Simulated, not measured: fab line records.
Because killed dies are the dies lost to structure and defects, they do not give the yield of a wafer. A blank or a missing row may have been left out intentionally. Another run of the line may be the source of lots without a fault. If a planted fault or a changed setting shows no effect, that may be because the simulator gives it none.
One fault through the eyes of 2 desks :: flow nand harc :: each desk holds nothing but its own numbers, with what lay behind them at the end

== AT THE METROLOGY DESK ==
Lot by lot, what the gauges showed, no matter which tool ran the lot: averages of those sampled wafers that carry a number. The brackets show how far a lot's mean lies from the usual mean; more than 4 standard deviations puts the lot out of limits, marked OUT.
Columns: A = cd nm at NHARC_P_CONTACT_CD_MEAS_19, usual 89.8 nm
lot: L588
first seen here: day 5 20:58
A: 90.0

lot: L593
first seen here: day 8 00:32
A: 87.9

lot: L603
first seen here: day 11 23:08
A: 89.7

lot: L604
first seen here: day 12 14:55
A: 88.8

lot: L610
first seen here: day 15 04:44
A: 89.6

lot: L611
first seen here: day 15 12:40
A: 87.8
This desk's verdict: no lot among the 6 shows anything out of limits.

== FOR THE TOOL OWNER'S DESK: ald metal-02 ==
The tool's own readings at NHARC_P_CONTACT_ALD_22 (deposits TiN, target thk 3 nm, pulse time 1 s, ald cycles 150): means of the sampled wafers that have a number, for each lot that ran on this tool. The brackets show how far a lot's mean lies from the usual mean; more than 4 standard deviations puts the lot out of limits, marked OUT.
Columns: A = heater power w at NHARC_P_CONTACT_ALD_22, usual 1118 W; B = precursor pulse height rel at NHARC_P_CONTACT_ALD_22, usual 1.001; C = susceptor temp C at NHARC_P_CONTACT_ALD_22, usual 450.00 C
lot: L593
first seen here: day 8 01:30
A: 1059
B: 0.997
C: 450.08

lot: L603
first seen here: day 12 00:05
A: 1078
B: 1.018
C: 449.91

lot: L604
first seen here: day 12 15:52
A: 1076
B: 1.000
C: 449.95

lot: L610
first seen here: day 15 05:44
A: 1054
B: 1.003
C: 450.34
This desk's verdict: no lot among the 4 shows anything out of limits.

== BROUGHT TOGETHER ==
Metrology desk: nothing out of limits seen.
The desk of the tool owner found nothing out of limits.

== WHAT THE SIMULATOR HAD PUT IN ==
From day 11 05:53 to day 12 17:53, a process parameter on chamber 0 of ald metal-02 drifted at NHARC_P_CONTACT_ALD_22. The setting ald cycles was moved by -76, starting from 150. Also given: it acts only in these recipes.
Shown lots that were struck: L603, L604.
